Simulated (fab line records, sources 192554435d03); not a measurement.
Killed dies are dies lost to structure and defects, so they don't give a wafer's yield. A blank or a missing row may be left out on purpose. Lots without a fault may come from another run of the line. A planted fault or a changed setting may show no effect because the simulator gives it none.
Which tool did it? | flow n5_finfet | 24 lots, 72 wafers sampled, at 6 steps of a route of 1938

WHAT THE GAUGES READ, wafer by wafer
The record holds no reading of a measuring or inspecting step that can be judged against a usual standard deviation.

WHICH TOOL RAN EACH LOT (tool, then ch and the chambers of the sampled wafers, then the start)
lot  | N5_BEOL_M5_SPUTTER_83        | N5_BEOL_M5_SPUTTER_88        | N5_BEOL_M5_SPUTTER_90        | N5_BEOL_M5_ANNEAL_51             | N5_BEOL_M6_CURE_74            | N5_BEOL_M6_ETCH_66
L074 | pvd_sputter-03, day 8 07:04  | pvd_sputter-03, day 8 08:09  | pvd_sputter-03, day 8 09:14  | rtp_anneal-02 ch 0, day 8 10:22  | uv_cure-03 ch 1, day 8 11:20  | rie_diel-04 ch 0,2,3, day 8 14:31
L075 | pvd_sputter-03, day 8 13:01  | pvd_sputter-03, day 8 14:07  | pvd_sputter-03, day 8 17:29  | rtp_anneal-01 ch 0, day 8 17:41  | uv_cure-03 ch 1, day 8 18:47  | rie_diel-01 ch 2,3, day 9 00:32
L077 | pvd_sputter-02, day 9 06:17  | pvd_sputter-02, day 9 07:22  | pvd_sputter-02, day 9 08:27  | rtp_anneal-01 ch 0, day 9 08:44  | uv_cure-03 ch 1, day 9 09:47  | rie_diel-06 ch 2,3, day 9 13:14
L076 | pvd_sputter-01, day 9 17:38  | pvd_sputter-01, day 9 18:43  | pvd_sputter-01, day 9 19:49  | rtp_anneal-01 ch 0, day 9 20:09  | uv_cure-02 ch 0, day 9 21:14  | rie_diel-04 ch 0,1,2, day 10 00:29
L078 | pvd_sputter-01, day 10 01:07 | pvd_sputter-01, day 10 02:13 | pvd_sputter-01, day 10 03:18 | rtp_anneal-02 ch 0, day 10 03:30 | uv_cure-03 ch 1, day 10 04:29 | rie_diel-04 ch 0,1,2, day 10 07:32
L079 | pvd_sputter-03, day 10 11:56 | pvd_sputter-03, day 10 13:01 | pvd_sputter-03, day 10 14:07 | rtp_anneal-02 ch 0, day 10 14:22 | uv_cure-03 ch 0, day 10 15:28 | rie_diel-04 ch 1,2,3, day 10 18:18
L080 | pvd_sputter-02, day 10 20:59 | pvd_sputter-02, day 10 22:04 | pvd_sputter-02, day 10 23:09 | rtp_anneal-01 ch 0, day 10 23:21 | uv_cure-02 ch 2, day 11 00:22 | rie_diel-04 ch 0,1, day 11 08:32
L082 | pvd_sputter-01, day 10 23:21 | pvd_sputter-01, day 11 00:26 | pvd_sputter-01, day 11 01:32 | rtp_anneal-01 ch 0, day 11 01:44 | uv_cure-01 ch 1, day 11 02:43 | rie_diel-04 ch 0,1,3, day 11 08:08
L081 | pvd_sputter-02, day 11 02:44 | pvd_sputter-02, day 11 03:50 | pvd_sputter-02, day 11 04:55 | rtp_anneal-02 ch 0, day 11 05:07 | uv_cure-01 ch 1, day 11 06:07 | rie_diel-01 ch 0,1,2, day 11 11:43
L083 | pvd_sputter-02, day 11 11:14 | pvd_sputter-02, day 11 12:19 | pvd_sputter-02, day 11 13:25 | rtp_anneal-01 ch 0, day 11 13:42 | uv_cure-02 ch 2, day 11 14:46 | rie_diel-04 ch 0,2,3, day 11 18:08
L084 | pvd_sputter-03, day 11 12:44 | pvd_sputter-03, day 11 13:49 | pvd_sputter-03, day 11 14:54 | rtp_anneal-01 ch 0, day 11 15:28 | uv_cure-01 ch 1, day 11 16:29 | rie_diel-06 ch 0,2,3, day 11 21:01
L086 | pvd_sputter-02, day 11 18:55 | pvd_sputter-02, day 11 20:00 | pvd_sputter-02, day 11 21:05 | rtp_anneal-02 ch 0, day 11 21:23 | uv_cure-02 ch 0, day 11 22:26 | rie_diel-06 ch 0,1,3, day 12 00:50
L085 | pvd_sputter-03, day 11 19:27 | pvd_sputter-03, day 11 20:32 | pvd_sputter-03, day 11 21:38 | rtp_anneal-01 ch 0, day 11 22:01 | uv_cure-02 ch 0, day 11 23:29 | rie_diel-04 ch 0,1, day 12 04:22
L088 | pvd_sputter-01, day 12 02:50 | pvd_sputter-01, day 12 03:55 | pvd_sputter-01, day 12 05:00 | rtp_anneal-02 ch 0, day 12 05:15 | uv_cure-01 ch 2, day 12 06:16 | rie_diel-01 ch 0,1,2, day 12 12:04
L087 | pvd_sputter-02, day 12 08:22 | pvd_sputter-02, day 12 09:28 | pvd_sputter-02, day 12 10:32 | rtp_anneal-01 ch 0, day 12 10:47 | uv_cure-03 ch 2, day 12 11:55 | rie_diel-06 ch 1,2,3, day 12 16:05
L090 | pvd_sputter-02, day 12 13:40 | pvd_sputter-02, day 12 14:45 | pvd_sputter-02, day 12 15:50 | rtp_anneal-01 ch 0, day 12 16:10 | uv_cure-03 ch 2, day 12 17:13 | rie_diel-04 ch 0,2,3, day 12 21:26
L089 | pvd_sputter-02, day 12 19:57 | pvd_sputter-02, day 12 21:02 | pvd_sputter-02, day 12 22:07 | rtp_anneal-02 ch 0, day 12 22:20 | uv_cure-02 ch 0, day 12 23:20 | rie_diel-01 ch 1,2, day 13 03:50
L091 | pvd_sputter-02, day 13 05:52 | pvd_sputter-02, day 13 06:57 | pvd_sputter-02, day 13 08:02 | rtp_anneal-01 ch 0, day 13 08:20 | uv_cure-02 ch 2, day 13 09:23 | rie_diel-01 ch 0,1,2, day 13 13:35
L092 | pvd_sputter-03, day 13 07:54 | pvd_sputter-03, day 13 08:59 | pvd_sputter-03, day 13 10:04 | rtp_anneal-01 ch 0, day 13 11:30 | uv_cure-01 ch 0, day 13 12:34 | rie_diel-06 ch 0,2,3, day 13 17:52
L093 | pvd_sputter-03, day 13 16:32 | pvd_sputter-03, day 13 17:37 | pvd_sputter-03, day 13 18:43 | rtp_anneal-02 ch 0, day 13 18:57 | uv_cure-03 ch 1, day 13 20:02 | rie_diel-04 ch 2,3, day 13 23:23
L094 | pvd_sputter-01, day 13 21:45 | pvd_sputter-01, day 13 22:50 | pvd_sputter-01, day 13 23:55 | rtp_anneal-02 ch 0, day 14 00:10 | uv_cure-02 ch 2, day 14 01:14 | rie_diel-04 ch 1,3, day 14 06:30
L095 | pvd_sputter-02, day 14 13:25 | pvd_sputter-02, day 14 14:31 | pvd_sputter-02, day 14 15:35 | rtp_anneal-01 ch 0, day 14 15:48 | uv_cure-03 ch 2, day 14 16:47 | rie_diel-01 ch 0,2,3, day 14 21:17
L097 | pvd_sputter-03, day 14 15:28 | pvd_sputter-03, day 14 16:33 | pvd_sputter-03, day 14 17:38 | rtp_anneal-01 ch 0, day 14 17:50 | uv_cure-02 ch 1, day 14 18:50 | rie_diel-04 ch 0,1,2, day 15 02:14
L096 | pvd_sputter-01, day 14 17:36 | pvd_sputter-01, day 14 18:49 | pvd_sputter-01, day 14 20:03 | rtp_anneal-01 ch 0, day 14 20:22 | uv_cure-03 ch 2, day 14 21:26 | rie_diel-01 ch 0,1, day 15 04:08
- N5_BEOL_M5_SPUTTER_83: material Cu, target thk 15 nm, time 27.62 s.
- N5_BEOL_M5_SPUTTER_88: material Cu, target thk 15 nm, time 27.62 s.
- N5_BEOL_M5_SPUTTER_90: material Cu, target thk 4.5 nm, time 8.29 s.
- N5_BEOL_M5_ANNEAL_51: time 90 s.
- N5_BEOL_M6_CURE_74: cures SiCOH lowk, time 240 s.
- N5_BEOL_M6_ETCH_66: etches SOC in N2/H2, target depth 80 nm, overetch 16 nm, time 120 s.

WHAT THE TOOLS THEMSELVES READ (means of the sampled wafers that have a number; where no wafer has one, the mark that the record gives instead)
N5_BEOL_M5_SPUTTER_83. Usual: susceptor_temp_C -20.01 C, standard deviation 0.092; throttle_valve_pct 29.8 %, standard deviation 1.1.
lot  | tool           | susceptor_temp_C (C) | throttle_valve_pct (%) | flag
L074 | pvd_sputter-03 | -19.98               | 29.1                   |
L075 | pvd_sputter-03 | -20.00               | 28.0                   |
L077 | pvd_sputter-02 | -19.99               | 30.5                   |
L076 | pvd_sputter-01 | -20.03               | 29.9                   |
L078 | pvd_sputter-01 | -19.96               | 29.3                   |
L079 | pvd_sputter-03 | -20.10               | 29.7                   |
L080 | pvd_sputter-02 | -19.96               | 29.5                   |
L082 | pvd_sputter-01 | -20.03               | 30.0                   |
L081 | pvd_sputter-02 | -19.98               | 30.2                   |
L083 | pvd_sputter-02 | -19.94               | 29.4                   |
L084 | pvd_sputter-03 | -19.98               | 30.3                   |
L086 | pvd_sputter-02 | -19.98               | 29.3                   |
L085 | pvd_sputter-03 | -20.13               | 29.1                   |
L088 | pvd_sputter-01 | -20.06               | 29.2                   |
L087 | pvd_sputter-02 | -20.02               | 29.7                   |
L090 | pvd_sputter-02 | -20.02               | 30.4                   |
L089 | pvd_sputter-02 | -19.88               | 30.6                   |
L091 | pvd_sputter-02 | -20.08               | 29.6                   |
L092 | pvd_sputter-03 | -20.03               | 29.0                   |
L093 | pvd_sputter-03 | -19.93               | 30.9                   |
L094 | pvd_sputter-01 | -20.06               | 29.8                   |
L095 | pvd_sputter-02 | -19.95               | 29.5                   |
L097 | pvd_sputter-03 | -19.94               | 29.4                   |
L096 | pvd_sputter-01 | -20.04               | 29.0                   |

N5_BEOL_M5_SPUTTER_88. Usual: susceptor_temp_C -20.00 C, standard deviation 0.11; throttle_valve_pct 29.8 %, standard deviation 1.1.
lot  | tool           | susceptor_temp_C (C) | throttle_valve_pct (%) | flag
L074 | pvd_sputter-03 | -19.99               | 28.9                   |
L075 | pvd_sputter-03 | -20.01               | 28.1                   |
L077 | pvd_sputter-02 | -20.02               | 30.6                   |
L076 | pvd_sputter-01 | -19.99               | 29.9                   |
L078 | pvd_sputter-01 | -20.08               | 29.2                   |
L079 | pvd_sputter-03 | -20.08               | 29.7                   |
L080 | pvd_sputter-02 | -19.97               | 29.4                   |
L082 | pvd_sputter-01 | -19.89               | 29.9                   |
L081 | pvd_sputter-02 | -20.00               | 30.2                   |
L083 | pvd_sputter-02 | -20.09               | 29.5                   |
L084 | pvd_sputter-03 | -20.09               | 30.3                   |
L086 | pvd_sputter-02 | -19.89               | 29.6                   |
L085 | pvd_sputter-03 | -19.98               | 29.1                   |
L088 | pvd_sputter-01 | -20.05               | 29.3                   |
L087 | pvd_sputter-02 | -20.07               | 29.5                   |
L090 | pvd_sputter-02 | -19.98               | 30.4                   |
L089 | pvd_sputter-02 | -19.90               | 30.7                   |
L091 | pvd_sputter-02 | -20.17               | 29.5                   |
L092 | pvd_sputter-03 | -20.04               | 28.9                   |
L093 | pvd_sputter-03 | -20.04               | 31.0                   |
L094 | pvd_sputter-01 | -20.00               | 29.8                   |
L095 | pvd_sputter-02 | -20.04               | 29.7                   |
L097 | pvd_sputter-03 | -20.00               | 29.3                   |
L096 | pvd_sputter-01 | -20.01               | 29.1                   |

N5_BEOL_M5_SPUTTER_90. Usual: susceptor_temp_C -20.00 C, standard deviation 0.11; throttle_valve_pct 29.8 %, standard deviation 1.1.
lot  | tool           | susceptor_temp_C (C) | throttle_valve_pct (%) | flag
L074 | pvd_sputter-03 | -20.10               | 29.2                   |
L075 | pvd_sputter-03 | -20.15               | 28.0                   |
L077 | pvd_sputter-02 | -19.94               | 30.3                   |
L076 | pvd_sputter-01 | -19.95               | 29.9                   |
L078 | pvd_sputter-01 | -19.93               | 29.2                   |
L079 | pvd_sputter-03 | -19.97               | 29.5                   |
L080 | pvd_sputter-02 | -20.01               | 29.6                   |
L082 | pvd_sputter-01 | -19.96               | 29.9                   |
L081 | pvd_sputter-02 | -19.98               | 30.4                   |
L083 | pvd_sputter-02 | -20.10               | 29.5                   |
L084 | pvd_sputter-03 | -19.98               | 30.2                   |
L086 | pvd_sputter-02 | -19.87               | 29.5                   |
L085 | pvd_sputter-03 | -20.02               | 29.0                   |
L088 | pvd_sputter-01 | -19.87               | 29.5                   |
L087 | pvd_sputter-02 | -20.05               | 29.4                   |
L090 | pvd_sputter-02 | -20.05               | 30.3                   |
L089 | pvd_sputter-02 | -20.01               | 30.7                   |
L091 | pvd_sputter-02 | -19.97               | 29.5                   |
L092 | pvd_sputter-03 | -19.89               | 28.9                   |
L093 | pvd_sputter-03 | -20.03               | 30.9                   |
L094 | pvd_sputter-01 | -19.88               | 29.7                   |
L095 | pvd_sputter-02 | -20.01               | 29.6                   |
L097 | pvd_sputter-03 | -19.94               | 29.3                   |
L096 | pvd_sputter-01 | -20.02               | 28.9                   |

N5_BEOL_M5_ANNEAL_51. Usual: wafer_temp_C_max 225.70, standard deviation 0.21.
lot  | tool          | wafer_temp_C_max | flag
L074 | rtp_anneal-02 | 225.68           |
L075 | rtp_anneal-01 | 225.85           |
L077 | rtp_anneal-01 | 225.50           |
L076 | rtp_anneal-01 | 225.67           |
L078 | rtp_anneal-02 | 225.68           |
L079 | rtp_anneal-02 | 225.91           |
L080 | rtp_anneal-01 | 225.58           |
L082 | rtp_anneal-01 | 225.58           |
L081 | rtp_anneal-02 | 225.64           |
L083 | rtp_anneal-01 | 225.74           |
L084 | rtp_anneal-01 | 225.69           |
L086 | rtp_anneal-02 | 225.74           |
L085 | rtp_anneal-01 | 225.44           |
L088 | rtp_anneal-02 | 225.88           |
L087 | rtp_anneal-01 | 225.89           |
L090 | rtp_anneal-01 | 225.40           |
L089 | rtp_anneal-02 | 225.78           |
L091 | rtp_anneal-01 | 225.62           |
L092 | rtp_anneal-01 | 225.64           |
L093 | rtp_anneal-02 | 226.02           |
L094 | rtp_anneal-02 | 225.80           |
L095 | rtp_anneal-01 | 226.00           |
L097 | rtp_anneal-01 | 225.68           |
L096 | rtp_anneal-01 | 225.52           |

N5_BEOL_M6_CURE_74. Usual: lamp_power_pct 52.32 %, standard deviation 0.052; wafer_temp_C_max 386.5, standard deviation 0.51.
lot  | tool       | lamp_power_pct (%) | wafer_temp_C_max | flag
L074 | uv_cure-03 | 52.31              | 386.0            |
L075 | uv_cure-03 | 52.32              | 385.9            |
L077 | uv_cure-03 | 52.33              | 386.0            |
L076 | uv_cure-02 | 52.30              | 386.4            |
L078 | uv_cure-03 | 52.33              | 386.3            |
L079 | uv_cure-03 | 52.30              | 387.2            |
L080 | uv_cure-02 | 52.28              | 386.5            |
L082 | uv_cure-01 | 52.31              | 386.5            |
L081 | uv_cure-01 | 52.29              | 386.9            |
L083 | uv_cure-02 | 52.33              | 386.7            |
L084 | uv_cure-01 | 52.34              | 387.3            |
L086 | uv_cure-02 | 52.30              | 386.5            |
L085 | uv_cure-02 | 52.30              | 385.7            |
L088 | uv_cure-01 | 52.34              | 387.2            |
L087 | uv_cure-03 | 52.30              | 386.1            |
L090 | uv_cure-03 | 52.36              | 386.2            |
L089 | uv_cure-02 | 52.33              | 386.1            |
L091 | uv_cure-02 | 52.34              | 386.7            |
L092 | uv_cure-01 | 52.29              | 386.4            |
L093 | uv_cure-03 | 52.32              | 386.2            |
L094 | uv_cure-02 | 52.27              | 386.5            |
L095 | uv_cure-03 | 52.30              | 386.5            |
L097 | uv_cure-02 | 52.35              | 387.5            |
L096 | uv_cure-03 | 52.27              | 386.6            |

N5_BEOL_M6_ETCH_66. Usual: drypump_motor_current_A 5.7 A, standard deviation 0.4; oes_product_au 0.62 a.u., standard deviation 0.056; rf_vpp_V 523.3 V, standard deviation 2.4; showerhead_plenum_p_Torr 2.53 Torr, standard deviation 0.08; throttle_valve_pct 17.74 %, standard deviation 0.14.
lot  | tool        | drypump_motor_current_A (A) | oes_product_au (a.u.) | rf_vpp_V (V) | showerhead_plenum_p_Torr (Torr) | throttle_valve_pct (%) | flag
L074 | rie_diel-04 | 5.7                         | 0.59                  | 522.1        | 2.48                            | 17.66                  |
L075 | rie_diel-01 | 6.0                         | 0.57                  | 522.7        | 2.50                            | 18.01                  |
L077 | rie_diel-06 | 5.5                         | 0.64                  | 523.1        | 2.54                            | 17.71                  |
L076 | rie_diel-04 | 5.9                         | 0.62                  | 523.5        | 2.53                            | 17.68                  |
L078 | rie_diel-04 | 5.9                         | 0.61                  | 522.9        | 2.53                            | 17.69                  |
L079 | rie_diel-04 | 5.6                         | 0.62                  | 523.0        | 2.53                            | 17.76                  |
L080 | rie_diel-04 | 6.0                         | 0.62                  | 521.5        | 2.50                            | 17.69                  |
L082 | rie_diel-04 | 5.7                         | 0.63                  | 521.9        | 2.50                            | 17.77                  |
L081 | rie_diel-01 | 5.4                         | 0.66                  | 524.6        | 2.54                            | 17.69                  |
L083 | rie_diel-04 | 5.7                         | 0.58                  | 521.5        | 2.47                            | 17.72                  |
L084 | rie_diel-06 | 5.4                         | 0.59                  | 524.4        | 2.55                            | 17.71                  |
L086 | rie_diel-06 | 5.5                         | 0.60                  | 525.1        | 2.59                            | 17.71                  |
L085 | rie_diel-04 | 5.9                         | 0.65                  | 523.5        | 2.55                            | 17.78                  |
L088 | rie_diel-01 | 5.4                         | 0.65                  | 523.5        | 2.53                            | 17.69                  |
L087 | rie_diel-06 | 5.8                         | 0.63                  | 524.8        | 2.58                            | 17.76                  |
L090 | rie_diel-04 | 5.7                         | 0.57                  | 521.2        | 2.47                            | 17.73                  |
L089 | rie_diel-01 | 5.4                         | 0.67                  | 522.4        | 2.47                            | 17.69                  |
L091 | rie_diel-01 | 5.4                         | 0.63                  | 524.2        | 2.53                            | 17.71                  |
L092 | rie_diel-06 | 5.4                         | 0.59                  | 524.2        | 2.54                            | 17.73                  |
L093 | rie_diel-04 | 5.7                         | 0.55                  | 523.1        | 2.49                            | 17.73                  |
L094 | rie_diel-04 | 5.4                         | 0.62                  | 522.3        | 2.50                            | 17.90                  |
L095 | rie_diel-01 | 5.6                         | 0.63                  | 524.5        | 2.53                            | 17.71                  |
L097 | rie_diel-04 | 5.9                         | 0.58                  | 522.6        | 2.51                            | 17.75                  |
L096 | rie_diel-01 | 5.2                         | 0.62                  | 525.6        | 2.59                            | 17.83                  |

THE ANSWER, worked out from the rows above alone
Rule: a lot is off if the mean of its wafers that have a number lies more than 3 standard deviations from the usual mean. A lot without any number at a reading at which 4 lots or more have one is off too. The other lots that the step has rows for count as sound. The gauges are gone through in route order, then the tools' own readings, and for those a lot's mean is taken as printed above. The first step at which some lot is off is used, and at that step the reading that is off furthest; a lot without a number counts as furthest.
No lot is off at any reading shown: from this, nothing can be told.

WHAT THE SIMULATOR HAD PUT IN
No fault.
